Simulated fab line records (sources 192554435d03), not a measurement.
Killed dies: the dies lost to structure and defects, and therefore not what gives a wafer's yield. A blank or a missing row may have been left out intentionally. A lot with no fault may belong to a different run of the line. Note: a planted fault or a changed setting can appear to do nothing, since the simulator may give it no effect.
Matching of chambers + flow n5_finfet + pecvd-01 running N5_ZERO_LAYER_PECVD_02: 3 sister chambers
The step deposits SiO2 from SiH4/N2O, target thk 10 nm, time 6 s. 24 wafers are shown with their chamber, then 12 later ones without.

## EACH WAFER AND ITS CHAMBER
| wafer  | chamber | showerhead_plenum_p_Torr (Torr) | heater_power_w (W) | showerhead_vpp_V (V) |
|--------|---------|---------------------------------|--------------------|----------------------|
| L079.3 | 0       | 7.99                            | 899                | 1056                 |
| L079.4 | 0       | 7.97                            | 899                | 1040                 |
| L079.6 | 1       | 8.26                            | 779                | 1063                 |
| L084.2 | 0       | 7.96                            | 778                | 1042                 |
| L084.4 | 2       | 8.25                            | 714                | 1042                 |
| L084.6 | 1       | 8.27                            | 940                | 1066                 |
| L085.3 | 1       | 8.28                            | 913                | 1061                 |
| L085.4 | 2       | 8.29                            | 730                | 1037                 |
| L085.5 | 1       | 8.26                            | 913                | 1069                 |
| L086.3 | 0       | 7.95                            | 833                | 1036                 |
| L086.4 | 2       | 8.29                            | 619                | 1043                 |
| L086.6 | 1       | 8.28                            | 866                | 1071                 |
| L087.1 | 0       | 7.98                            | 866                | 1037                 |
| L087.2 | 2       | 8.30                            | 659                | 1036                 |
| L087.3 | 1       | 8.29                            | 906                | 1052                 |
| L088.1 | 2       | 8.30                            | 673                | 1046                 |
| L088.4 | 1       | 8.27                            | 842                | 1064                 |
| L088.6 | 0       | 7.96                            | 877                | 1026                 |
| L089.1 | 2       | 8.27                            | 663                | 1060                 |
| L089.2 | 1       | 8.29                            | 873                | 1059                 |
| L089.3 | 0       | 7.98                            | 780                | 1026                 |
| L090.3 | 0       | 7.97                            | 805                | 1017                 |
| L090.4 | 2       | 8.28                            | 729                | 1043                 |
| L090.6 | 1       | 8.28                            | 786                | 1073                 |

SIGNATURES, as means of the wafers listed above
| reading                  | chamber 0 | chamber 1 | chamber 2 | scatter within a chamber |
|--------------------------|-----------|-----------|-----------|--------------------------|
| showerhead_plenum_p_Torr | 7.9700    | 8.2756    | 8.2829    | 0.0141                   |
| heater_power_w           | 842.12    | 868.67    | 683.86    | 50.8                     |
| showerhead_vpp_V         | 1035.00   | 1064.22   | 1043.86   | 9.06                     |
Rule: distance of a wafer from a chamber = root of the sum over the readings of ((wafer's reading minus chamber's mean) / reading's scatter) squared. If the next closest chamber is less than 2 further off than the closest, the wafer can't be placed; otherwise it belongs to the closest. The scatter: the root of (the sum of the squares of (reading less its chamber's mean) over the shown wafers, divided by (wafers less chambers)).

## WAFERS WITHOUT THEIR CHAMBER
| wafer  | showerhead_plenum_p_Torr (Torr) | heater_power_w (W) | showerhead_vpp_V (V) |
|--------|---------------------------------|--------------------|----------------------|
| L091.2 | 7.96                            | 888                | 1020                 |
| L091.4 | 8.30                            | 660                | 1043                 |
| L091.6 | 7.99                            | 890                | 1022                 |
| L093.1 | 8.00                            | 782                | 1028                 |
| L093.5 | 7.98                            | 825                | 1025                 |
| L093.6 | 8.25                            | 834                | 1059                 |
| L096.1 | 8.29                            | 723                | 1074                 |
| L096.3 | 8.25                            | 830                | 1076                 |
| L096.5 | 7.98                            | 852                | 1031                 |
| L097.1 | 8.29                            | 661                | 1042                 |
| L097.2 | 8.27                            | 941                | 1067                 |
| L097.3 | 7.98                            | 861                | 1042                 |

## WHICH CHAMBER EACH WENT THROUGH
| wafer  | from the rows above     | in truth |
|--------|-------------------------|----------|
| L091.2 | 0                       | 0        |
| L091.4 | 2                       | 2        |
| L091.6 | 0                       | 0        |
| L093.1 | 0                       | 0        |
| L093.5 | 0                       | 0        |
| L093.6 | 1                       | 1        |
| L096.1 | can't be placed: 1 or 2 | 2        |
| L096.3 | 1                       | 1        |
| L096.5 | 0                       | 0        |
| L097.1 | 2                       | 2        |
| L097.2 | 1                       | 1        |
| L097.3 | 0                       | 0        |
Placed correctly: 11 of 12. Not placeable from these rows: 1 (in 1, the candidates include the true chamber). Placed wrongly: 0.
